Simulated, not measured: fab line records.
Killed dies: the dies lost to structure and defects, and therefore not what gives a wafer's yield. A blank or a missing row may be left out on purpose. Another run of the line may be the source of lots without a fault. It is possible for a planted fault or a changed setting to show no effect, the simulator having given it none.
Lot-split experiment ; flow n5Finfet ; 7 lots, 21 wafers read, on a route of 1938 steps

## SPLIT DETAILS
At N5_SD_EPI_N_COAT_33 (time 60 s, resist thk 35 nm), the setting spinRpm was moved away from the recipe's 1500 rpm on 9 of the 21 wafers read, by -9.2% to +10.4%. This setting was run at the recipe's value on the other wafers.

## FROM THE SPLIT TO THE READING: what the file shows between them, 4 steps
- N5_SD_EPI_N_COAT_03: resist thk 150 nm
- N5_SD_EPI_N_EBR_05
- N5_SD_EPI_N_DESCUM_14: chemistry O2, time 7.9 s
- N5_SD_EPI_N_ETCH_34: etches SiARC in CF4, target depth 45.5 nm, time 75.8 s

## THE READING
SiARC_of_SD_EPI_N_COAT_33.thkNm (the simulator's own value, which no gauge read), in nm, at N5_SD_EPI_N_ETCH_35 (etches SOC in N2/H2, overetch 108 nm, time 486 s). The file gives no usual value for it. Here, 12 wafers ran the recipe; their average is 19.9 nm with a standard deviation of 0.18 nm.

wafer;tool, chamber at the split;spinRpm as run, rpm;against the recipe;SiARC_of_SD_EPI_N_COAT_33.thkNm, nm;against lot-mates on the recipe
L078.2;lithoTrack-04, 0;1500;recipe;19.8;-
L078.3;lithoTrack-04, 0;1441;-3.9%;20.8;+0.8
L078.4;lithoTrack-04, 0;1500;recipe;20.2;-
L079.3;lithoTrack-02, 0;1362;-9.2%;21.6;+2.0
L079.6;lithoTrack-02, 0;1362;-9.2%;21.6;+2.0
L079.4;lithoTrack-02, 0;1500;recipe;19.6;-
L085.2;lithoTrack-03, 0;1363;-9.1%;21.4;+1.6
L085.3;lithoTrack-03, 0;1500;recipe;19.8;-
L085.6;lithoTrack-03, 0;1363;-9.1%;21.6;+1.8
L088.2;lithoTrack-02, 0;1656;+10.4%;18.4;-1.5
L088.3;lithoTrack-02, 0;1500;recipe;19.8;-
L088.5;lithoTrack-02, 0;1500;recipe;20;-
L089.1;lithoTrack-02, 0;1500;recipe;20;-
L089.3;lithoTrack-02, 0;1500;recipe;20.2;-
L089.5;lithoTrack-02, 0;1500;recipe;19.8;-
L090.3;lithoTrack-02, 0;1456;-2.9%;20.2;no lot-mate on the recipe
L090.5;lithoTrack-02, 0;1456;-2.9%;20.2;no lot-mate on the recipe
L090.6;lithoTrack-02, 0;1456;-2.9%;20;no lot-mate on the recipe
L093.2;lithoTrack-02, 0;1500;recipe;20.2;-
L093.3;lithoTrack-02, 0;1500;recipe;20;-
L093.5;lithoTrack-02, 0;1500;recipe;20;-

THE FIT
A straight line over all 21 wafers: SiARC_of_SD_EPI_N_COAT_33.thkNm changes by -0.165 nm for each +1% of spinRpm; r = -0.96; the points scatter about the line by 0.21 nm.
The same after taking each lot's own level away (the mean of its wafers on the recipe; 18 wafers): -0.184 nm for each +1%; r = -0.98; scatter 0.18 nm.
Per that fit: largest spinRpm move, reading shift of 1.9 nm.
Measured against the standard deviation above, the lots' own levels, which go from 19.60 to 20.07 nm, span 2.5 times it.
So the lot-to-lot level changes the slope: the two fits differ.
Check: with one of the wafers moved furthest among these (+10.4%) left out of the fit, the line predicts -2.1 nm for it against its lot-mates. It came out at -1.5 nm against them.

## OTHER SPLITS APPLIED TO THESE WAFERS
These wafers also went through other splits before the reading. Each is held against what the fit with the lots' levels taken away leaves over:
other split on the same wafers;wafers away from the commonest value;r with SiARC_of_SD_EPI_N_COAT_33.thkNm (lot level and that fit taken away)
N5_ZERO_LAYER_PECVD_02 timeS;7;+0.04
N5_FIN_SAQP_SPACER1_ALD_24 aldCycles;8;+0.14
N5_FIN_SAQP_ETCH_65 timeS;5;+0.00
N5_DUMMY_GATE_HM_DEP_06 timeS;15;-0.04
N5_DUMMY_GATE_EXPOSE_12 doseMj;8;-0.30
N5_SPACER0_ALD_00 aldCycles;8;+0.21

## THE WHOLE CHAIN: every reading that the file lists as answering this split, in the file's order
step;what it does;reading;change (the file's fit);r (the file's)
N5_SD_EPI_N_COAT_33;time 60 s, resist thk 35 nm;SiARC_of_SD_EPI_N_COAT_33.thkNm (the simulator's own value, which no gauge read);-0.172 nm for each +1% of the setting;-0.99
N5_SD_EPI_N_ETCH_34;etches SiARC in CF4, target depth 45.5 nm, time 75.8 s;etchRfOnTimeS;withheld for each +1% of the setting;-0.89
N5_SD_EPI_N_ETCH_34;etches SiARC in CF4, target depth 45.5 nm, time 75.8 s;etch.depthNm (the simulator's own value, which no gauge read);-0.178 nm for each +1% of the setting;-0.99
N5_SD_EPI_N_ETCH_34;etches SiARC in CF4, target depth 45.5 nm, time 75.8 s;CAR-ArF-block_of_SD_EPI_N_COAT_03.thkNm (the simulator's own value, which no gauge read);+0.17 nm for each +1% of the setting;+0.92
N5_SD_EPI_N_ETCH_35;etches SOC in N2/H2, overetch 108 nm, time 486 s;SiARC_of_SD_EPI_N_COAT_33.thkNm (the simulator's own value, which no gauge read);-0.181 nm for each +1% of the setting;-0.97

## THE FILE'S OWN FIT
SiARC_of_SD_EPI_N_COAT_33.thkNm changes by -0.181 nm for each +1% of spinRpm, r = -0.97.
